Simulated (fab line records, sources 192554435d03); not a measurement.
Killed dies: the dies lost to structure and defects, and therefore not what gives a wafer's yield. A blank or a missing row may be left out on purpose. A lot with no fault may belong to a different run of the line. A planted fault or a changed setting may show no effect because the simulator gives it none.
Which of the tools did it? | flow n5Finfet | 29 wafers from 11 lots sampled at 5 of the route's 1938 steps

WHAT THE GAUGES SHOWED, per wafer
N5_BEOL_M2_THK_MEAS_01. Usual: M2_ILD_THK 78.6 nm, standard deviation 1.
lot  | measured     | on           | M2_ILD_THK (nm)   | flag
L411 | day 6 13:52  | filmMetro-01 | 77.9 78.0 78.7    | 
L413 | day 6 21:43  | filmMetro-01 | 78.4 79.7 78.8    | 
L415 | day 7 15:49  | filmMetro-01 | 77.1 79.1         | 
L417 | day 7 22:57  | filmMetro-01 | 78.8 80.1         | 
L418 | day 8 01:41  | filmMetro-01 | 79.4 79.3         | 
L420 | day 8 17:41  | filmMetro-02 | 158.8 162.0 158.9 | OFF
L419 | day 9 02:07  | filmMetro-02 | 78.6 78.9 80.4    | 
L423 | day 9 20:17  | filmMetro-02 | 79.1 81.0         | 
L429 | day 11 11:15 | filmMetro-02 | 158.0 156.3 159.3 | OFF
L431 | day 12 05:11 | filmMetro-02 | 77.8 77.2 79.2    | 
L432 | day 12 05:27 | filmMetro-01 | 79.3 81.3 80.4    | 

N5_BEOL_M4_RC_MEAS_101. Usual: DIBL_N 35.8 mV/V, standard deviation 2.2; DIBL_P 35.3 mV/V, standard deviation 2.7; IOFF_N 0.16 nA/um, standard deviation 0.043; IOFF_P 0.21 nA/um, standard deviation 0.043; ION_N 676 uA/um, standard deviation 15; ION_P 463 uA/um, standard deviation 9.1; SS_N 71.4 mV/dec, standard deviation 0.77; SS_P 73.0 mV/dec, standard deviation 0.79; VT_N 250 mV, standard deviation 4; VT_P -249.8 mV, standard deviation 2.8.
lot  | measured     | on        | DIBL_N (mV/V)  | DIBL_P (mV/V)  | IOFF_N (nA/um) | IOFF_P (nA/um) | ION_N (uA/um) | ION_P (uA/um) | SS_N (mV/dec)  | SS_P (mV/dec)  | VT_N (mV)   | VT_P (mV)            | flag
L411 | day 8 08:11  | prober-02 | 37.7 40.3 35.7 | 39.0 41.7 37.3 | 0.19 0.25 0.17 | 0.24 0.30 0.22 | 689 708 694   | 474 481 478   | 70.9 71.5 70.7 | 72.4 73.9 72.3 | 242 240 244 | -246.0 -244.5 -247.6 | 
L413 | day 9 01:29  | prober-02 | 29.6 38.5 38.8 | 29.3 39.2 39.7 | 0.08 0.23 0.24 | 0.13 0.27 0.27 | 641 693 691   | 453 474 465   | 70.4 71.8 72.6 | 72.0 74.0 74.1 | 259 244 245 | -254.3 -245.1 -245.0 | 
L415 | day 9 05:28  | prober-02 | 35.9 38.0      | 35.7 37.9      | 0.13 0.19      | 0.19 0.22      | 645 697       | 447 470       | 71.4 71.5      | 73.9 74.1      | 255 246     | -252.4 -249.1        | 
L417 | day 9 20:19  | prober-01 | 35.9 36.5      | 37.5 38.6      | 0.16 0.16      | 0.20 0.23      | 672 661       | 460 454       | 71.6 71.9      | 73.0 73.5      | 249 250     | -250.0 -248.3        | 
L418 | day 9 21:51  | prober-02 | 32.4 36.9      | 32.2 36.6      | 0.11 0.18      | 0.17 0.23      | 673 680       | 463 460       | 70.6 72.2      | 72.5 73.7      | 253 248     | -250.5 -249.3        | 
L419 | day 10 15:54 | prober-02 | 37.2 38.9 35.4 | 35.2 36.9 33.4 | 0.17 0.19 0.13 | 0.20 0.22 0.17 | 675 687 670   | 458 469 463   | 71.4 71.9 71.0 | 72.9 73.0 72.4 | 249 250 255 | -251.0 -249.8 -253.7 | 
L423 | day 11 07:35 | prober-01 | 36.4 38.4      | 36.0 38.3      | 0.16 0.21      | 0.19 0.23      | 690 670       | 464 450       | 70.8 72.7      | 73.7 73.3      | 249 245     | -250.6 -248.7        | 
L431 | day 13 21:52 | prober-01 | 34.8 34.6 37.2 | 32.2 30.8 34.4 | 0.11 0.10 0.14 | 0.18 0.16 0.21 | 671 649 669   | 458 457 468   | 71.5 71.3 71.7 | 72.6 72.3 73.1 | 254 258 252 | -251.6 -251.8 -248.4 | 
L432 | day 13 22:04 | prober-02 | 33.6 34.4 37.1 | 33.1 32.8 36.3 | 0.12 0.14 0.17 | 0.17 0.16 0.21 | 673 679 673   | 463 453 449   | 70.5 71.0 72.3 | 72.1 72.0 73.5 | 251 252 250 | -255.0 -253.8 -249.5 | 

TOOL THAT RAN EACH LOT (tool first, then ch and the chambers of the sampled wafers, then the start)
lot  | N5_BEOL_M1_CMP_52             | N5_BEOL_M1_CO_CAP_55            | N5_BEOL_M2_ILD_DEP_00
L411 | cmp-03 ch 0,1, day 6 13:11    | cvdCo-01 ch 0,2, day 6 13:34    | pecvd-04 ch 0,1, day 6 13:48
L413 | cmp-03 ch 0,1, day 6 21:02    | cvdCo-02 ch 0,1, day 6 21:24    | pecvd-04 ch 0,1,2, day 6 21:39
L415 | cmp-03 ch 0,2, day 7 15:10    | cvdCo-02 ch 0,1, day 7 15:30    | pecvd-03 ch 0,2, day 7 15:45
L417 | cmp-04 ch 0,1, day 7 22:14    | cvdCo-01 ch 1,2, day 7 22:38    | pecvd-03 ch 1,2, day 7 22:53
L418 | cmp-03 ch 1,2, day 8 01:05    | cvdCo-01 ch 0,2, day 8 01:25    | pecvd-03 ch 0,1, day 8 01:38
L420 | cmp-03 ch 0,1,2, day 8 16:35  | cvdCo-02 ch 0,1,2, day 8 16:57  | pecvd-04 ch 0,2, day 8 17:14
L419 | cmp-04 ch 0,2,3, day 9 01:28  | cvdCo-02 ch 1,2, day 9 01:47    | pecvd-04 ch 0,1,2, day 9 02:02
L423 | cmp-01 ch 0, day 9 19:34      | cvdCo-02 ch 0, day 9 19:58      | pecvd-04 ch 0,1, day 9 20:12
L429 | cmp-04 ch 0,1,2, day 11 10:22 | cvdCo-01 ch 1,2, day 11 10:42   | pecvd-03 ch 0,2, day 11 10:56
L431 | cmp-01 ch 0,2, day 12 04:26   | cvdCo-01 ch 1, day 12 04:50     | pecvd-03 ch 0,1, day 12 05:07
L432 | cmp-03 ch 0,1,2, day 12 04:52 | cvdCo-02 ch 0,1,2, day 12 05:10 | pecvd-03 ch 0,1,2, day 12 05:24
- N5_BEOL_M1_CMP_52: polishes, stops on SiOC, t overpolish 6.8 s, target thk 40 nm.
- N5_BEOL_M1_CO_CAP_55: material Co, precursor CCTBA/H2, target thk 2 nm, time 102.1 s.
- N5_BEOL_M2_ILD_DEP_00: deposits SiOC from DEMS/O2, target thk 79 nm, time 15.3 s.

WHAT THE TOOLS THEMSELVES READ (means of the sampled wafers that have a number; where no wafer has one, the mark that the record gives instead)
N5_BEOL_M1_CMP_52. Usual: barrierFieldEndpointS 24.7 s, standard deviation 0.81; clearingPlatenDownForcePsi 1.4997 psi, standard deviation 0.0028; edgeZonePressureFrac 1.001, standard deviation 0.0052; motorCurrentA 6.3 A, standard deviation 0.77; overpolishRunS 6.800 s, standard deviation 0.01; slurryFilterDpKPa 13.50 kPa, standard deviation 0.12; timeToEndpointS 62 s, standard deviation 4.7.
lot  | tool   | barrierFieldEndpointS (s) | clearingPlatenDownForcePsi (psi) | edgeZonePressureFrac | motorCurrentA (A) | overpolishRunS (s) | slurryFilterDpKPa (kPa) | timeToEndpointS (s) | flag
L411 | cmp-03 | 23.9                      | 1.4960                           | 0.998                | 5.4               | 6.804              | 13.46                   | 54                  | 
L413 | cmp-03 | 24.3                      | 1.5013                           | 1.000                | 5.4               | 6.807              | 13.44                   | 60                  | 
L415 | cmp-03 | 26.6                      | 1.5013                           | 0.998                | 5.6               | 6.803              | 13.45                   | 68                  | 
L417 | cmp-04 | 24.9                      | 1.5002                           | 1.002                | 7.2               | 6.801              | 13.57                   | 61                  | 
L418 | cmp-03 | 25.1                      | 1.5023                           | 1.006                | 5.7               | 6.799              | 13.49                   | 64                  | 
L420 | cmp-03 | 24.3                      | 1.4969                           | 1.001                | 5.5               | 6.804              | 13.45                   | 59                  | 
L419 | cmp-04 | 24.7                      | 1.4995                           | 1.003                | 6.6               | 6.803              | 13.57                   | 58                  | 
L423 | cmp-01 | 25.6                      | 1.5007                           | 0.996                | 6.8               | 6.792              | 13.42                   | 65                  | 
L429 | cmp-04 | 24.6                      | 1.4979                           | 0.999                | 7.2               | 6.804              | 13.54                   | 62                  | 
L431 | cmp-01 | 24.9                      | 1.4966                           | 0.994                | 6.9               | 6.803              | 13.54                   | 66                  | 
L432 | cmp-03 | 24.7                      | 1.4998                           | 0.995                | 5.6               | 6.805              | 13.45                   | 64                  | 

N5_BEOL_M1_CO_CAP_55. Usual: 240 W for heaterPowerW, sd 9.9.
lot  | tool     | heaterPowerW (W) | flag
L411 | cvdCo-01 | 233              | 
L413 | cvdCo-02 | 233              | 
L415 | cvdCo-02 | 238              | 
L417 | cvdCo-01 | 235              | 
L418 | cvdCo-01 | 234              | 
L420 | cvdCo-02 | 241              | 
L419 | cvdCo-02 | 244              | 
L423 | cvdCo-02 | 234              | 
L429 | cvdCo-01 | 232              | 
L431 | cvdCo-01 | 231              | 
L432 | cvdCo-02 | 245              | 

N5_BEOL_M2_ILD_DEP_00. Usual: heaterPowerW 434 W, standard deviation 55; showerheadPlenumPTorr 5.689 Torr, standard deviation 0.014; throttleValvePct 12.2 %, standard deviation 0.74.
lot  | tool     | heaterPowerW (W) | showerheadPlenumPTorr (Torr) | throttleValvePct (%) | flag
L411 | pecvd-04 | 399              | 5.673                        | 12.2                 | 
L413 | pecvd-04 | 446              | 5.676                        | 12.2                 | 
L415 | pecvd-03 | 458              | 5.702                        | 11.6                 | 
L417 | pecvd-03 | 425              | 5.690                        | 11.4                 | 
L418 | pecvd-03 | 446              | 5.698                        | 12.6                 | 
L420 | pecvd-04 | 448              | 5.668                        | 12.0                 | 
L419 | pecvd-04 | 448              | 5.679                        | 12.2                 | 
L423 | pecvd-04 | 460              | 5.671                        | 12.3                 | 
L429 | pecvd-03 | 430              | 5.702                        | 12.1                 | 
L431 | pecvd-03 | 416              | 5.692                        | 12.7                 | 
L432 | pecvd-03 | 425              | 5.695                        | 12.1                 | 

THE ANSWER, worked out from the rows above alone
Rule: a lot counts as off when the mean over its wafers that have a number is more than 3 standard deviations away from the usual mean. A lot without any number at a reading at which 4 lots or more have one is off too. The other lots that the step has rows for count as sound. After the gauges, taken in route order, come the tools' own readings; for these a lot's mean is taken, as printed above. The first step at which some lot is off is used, and at that step the reading that is off furthest; a lot without a number counts as furthest.
Off: L420, L429, seen at N5_BEOL_M2_THK_MEAS_01 (M2_ILD_THK).
If a tool, at a process step before that reading, ran all the lots that are off and no sound lot after the first of them, it fits. Those tools and the gauges at N5_BEOL_M2_THK_MEAS_01 are tried in the same way. None of those tried fits.

WHAT THE SIMULATOR PUT IN
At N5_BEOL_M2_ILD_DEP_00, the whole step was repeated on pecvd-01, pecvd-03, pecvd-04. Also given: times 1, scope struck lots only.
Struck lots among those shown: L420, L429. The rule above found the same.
